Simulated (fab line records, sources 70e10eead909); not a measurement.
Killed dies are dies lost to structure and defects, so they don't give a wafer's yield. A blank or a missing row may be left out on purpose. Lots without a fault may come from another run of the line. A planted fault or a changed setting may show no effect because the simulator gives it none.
Chamber matching | flow nand_harc | NHARC_P_M1_STRIP_18 on rie_diel-09: 4 sister chambers
The step strips in N2/H2. 20 wafers are shown with their chamber, then 10 later ones without.

WAFERS WITH THEIR CHAMBER
wafer  | chamber | showerhead_plenum_p_Torr (Torr) | drypump_motor_current_A (A) | oes_product_au (a.u.)
L075.1 | 0       | 2.20                            | 5.96                        | 0.991
L075.3 | 2       | 2.09                            | 5.81                        | 1.005
L075.4 | 2       | 2.09                            | 5.79                        | 1.010
L080.1 | 2       | 2.09                            | 5.83                        | 1.011
L080.4 | 3       | 2.02                            | 6.12                        | 0.989
L080.6 | 2       | 2.09                            | 5.79                        | 1.007
L085.1 | 3       | 2.01                            | 6.15                        | 0.978
L085.5 | 1       | 2.10                            | 5.87                        | 0.998
L085.6 | 2       | 2.09                            | 5.80                        | 0.994
L087.2 | 2       | 2.09                            | 5.79                        | 1.009
L087.4 | 1       | 2.10                            | 5.88                        | 0.998
L087.6 | 2       | 2.09                            | 5.82                        | 1.000
L088.1 | 2       | 2.09                            | 5.80                        | 0.992
L088.3 | 1       | 2.10                            | 5.87                        | 0.987
L088.4 | 0       | 2.20                            | 5.99                        | 1.004
L089.3 | 2       | 2.09                            | 5.79                        | 1.003
L089.4 | 0       | 2.20                            | 5.98                        | 1.004
L089.5 | 0       | 2.20                            | 5.98                        | 1.010
L090.1 | 2       | 2.09                            | 5.81                        | 1.002
L090.4 | 1       | 2.10                            | 5.87                        | 0.999

SIGNATURES (means of the wafers above)
reading                  | chamber 0 | chamber 1 | chamber 2 | chamber 3 | scatter within a chamber
showerhead_plenum_p_Torr | 2.2000    | 2.1000    | 2.0900    | 2.0150    | 0.00177
drypump_motor_current_A  | 5.9775    | 5.8725    | 5.8030    | 6.1350    | 0.0133
oes_product_au           | 1.00225   | 0.99550   | 1.00330   | 0.98350   | 0.00676
Rule: a wafer's distance from a chamber is the root of the sum, over the readings, of the square of ((its reading less the chamber's mean) divided by the reading's scatter). The wafer belongs to the nearest chamber; if the next one is less than 2 further off, it can't be placed. The scatter: the root of (the sum of the squares of (reading less its chamber's mean) over the shown wafers, divided by (wafers less chambers)).

WAFERS WITHOUT THEIR CHAMBER
wafer  | showerhead_plenum_p_Torr (Torr) | drypump_motor_current_A (A) | oes_product_au (a.u.)
L090.6 | 2.10                            | 5.86                        | 0.991
L092.1 | 2.09                            | 5.76                        | 1.004
L092.5 | 2.01                            | 6.12                        | 0.998
L092.6 | 2.20                            | 6.00                        | 0.991
L093.2 | 2.01                            | 6.12                        | 0.995
L093.3 | 2.09                            | 5.87                        | 1.006
L093.6 | 2.09                            | 5.87                        | 1.002
L097.2 | 2.09                            | 5.80                        | 1.002
L097.5 | 2.19                            | 6.00                        | 0.978
L097.6 | 2.09                            | 5.87                        | 1.006

WHICH CHAMBER EACH WENT THROUGH
wafer  | from the rows above     | in truth
L090.6 | 1                       | 1
L092.1 | 2                       | 2
L092.5 | 3                       | 3
L092.6 | 0                       | 0
L093.2 | 3                       | 3
L093.3 | can't be placed: 2 or 1 | 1
L093.6 | can't be placed: 2 or 1 | 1
L097.2 | 2                       | 2
L097.5 | 0                       | 0
L097.6 | can't be placed: 2 or 1 | 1
Placed correctly: 7 of 10. Can't be placed from these rows: 3 (the true chamber is among the candidates in 3). Placed wrongly: 0.
